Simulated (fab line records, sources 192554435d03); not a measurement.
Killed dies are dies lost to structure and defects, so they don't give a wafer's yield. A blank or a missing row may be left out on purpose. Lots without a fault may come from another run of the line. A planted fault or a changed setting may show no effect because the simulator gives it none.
Split-lot experiment | flow n5_finfet | 7 lots, 21 wafers read, on a route of 1938 steps

THE SPLIT
At N5_BEOL_M7_COAT_71 (time 60 s, resist thk 5 nm), the setting spin_rpm was moved away from the recipe's 1500 rpm on 6 of the 21 wafers read, by -8.7% to +10.2%. The other wafers ran this setting at the recipe's value.

FROM THE SPLIT TO THE READING: what the file shows between them, 3 steps
- N5_BEOL_M7_COAT_22: resist thk 30 nm
- N5_BEOL_M7_EBR_24
- N5_BEOL_M7_DESCUM_33: chemistry O2, time 7 s

THE READING
etch.depth_nm (the simulator's own value, which no gauge read), in nm, at N5_BEOL_M7_ETCH_72 (etches underlayer in N2/H2, target depth 6.5 nm, time 5.2 s). The file gives no usual value for it. The 15 wafers here that ran the recipe average 5.003 nm, standard deviation 0.016 nm.

wafer  | tool, chamber at the split | spin_rpm as run, rpm | against the recipe | etch.depth_nm, nm | against lot-mates on the recipe
L077.1 | litho_track-01, 0          | 1500                 | recipe             | 4.992             | -
L077.3 | litho_track-01, 0          | 1500                 | recipe             | 5.004             | -
L077.5 | litho_track-01, 0          | 1500                 | recipe             | 5.007             | -
L078.1 | litho_track-01, 0          | 1500                 | recipe             | 4.978             | -
L078.2 | litho_track-01, 0          | 1653                 | +10.2%             | 4.76              | -0.218
L078.6 | litho_track-01, 0          | 1653                 | +10.2%             | 4.748             | -0.230
L079.2 | litho_track-03, 0          | 1500                 | recipe             | 5.006             | -
L079.3 | litho_track-03, 0          | 1500                 | recipe             | 5.007             | -
L079.5 | litho_track-03, 0          | 1500                 | recipe             | 4.994             | -
L080.1 | litho_track-01, 0          | 1500                 | recipe             | 5.003             | -
L080.2 | litho_track-01, 0          | 1500                 | recipe             | 4.985             | -
L080.6 | litho_track-01, 0          | 1500                 | recipe             | 4.99              | -
L084.2 | litho_track-02, 0          | 1378                 | -8.1%              | 5.206             | +0.212
L084.5 | litho_track-02, 0          | 1500                 | recipe             | 4.994             | -
L084.6 | litho_track-02, 0          | 1378                 | -8.1%              | 5.225             | +0.231
L083.3 | litho_track-03, 0          | 1500                 | recipe             | 5.039             | -
L083.4 | litho_track-03, 0          | 1500                 | recipe             | 5.03              | -
L083.6 | litho_track-03, 0          | 1500                 | recipe             | 5.017             | -
L090.1 | litho_track-02, 0          | 1369                 | -8.7%              | 5.225             | +0.233
L090.5 | litho_track-02, 0          | 1369                 | -8.7%              | 5.226             | +0.234
L090.6 | litho_track-02, 0          | 1500                 | recipe             | 4.992             | -

THE FIT
A straight line over all 21 wafers: etch.depth_nm changes by -0.0252 nm for each +1% of spin_rpm; r = -0.99; the points scatter about the line by 0.015 nm.
The same after taking each lot's own level away (the mean of its wafers on the recipe; 21 wafers): -0.0247 nm for each +1%; r = -0.99; scatter 0.013 nm.
On that fit, the largest move of spin_rpm shifts the reading by 0.25 nm.
The lots' own levels span 4.9780 to 5.0287 nm, that is 3.2 times the standard deviation above.
So the lot-to-lot level changes the slope little: the two slopes agree.
Check: with one of the wafers moved furthest among these (+10.2%) left out of the fit, the line predicts -0.257 nm for it against its lot-mates. It came out at -0.218 nm against them.

OTHER SPLITS ON THESE WAFERS
These wafers also went through other splits before the reading. Each is held against what the fit with the lots' levels taken away leaves over:
other split on the same wafers | wafers away from the commonest value | r with etch.depth_nm (lot level and that fit taken away)
N5_BEOL_M5_COAT_05 spin_rpm    | 9                                    | +0.06
N5_BEOL_M6_EXPOSE_25 dose_mj   | 11                                   | -0.42
N5_BEOL_M7_COAT_63 spin_rpm    | 5                                    | -0.10

THE WHOLE CHAIN: every reading that the file lists as answering this split, in the file's order
step               | what it does                                                | reading                                                        | change (the file's fit)                | r (the file's)
N5_BEOL_M7_ETCH_72 | etches underlayer in N2/H2, target depth 6.5 nm, time 5.2 s | etch_rf_on_time_s                                              | withheld for each +1% of the setting   | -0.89
N5_BEOL_M7_ETCH_72 | etches underlayer in N2/H2, target depth 6.5 nm, time 5.2 s | etch.depth_nm (the simulator's own value, which no gauge read) | -0.0249 nm for each +1% of the setting | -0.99

THE FILE'S OWN FIT
etch.depth_nm changes by -0.0249 nm for each +1% of spin_rpm, r = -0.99.
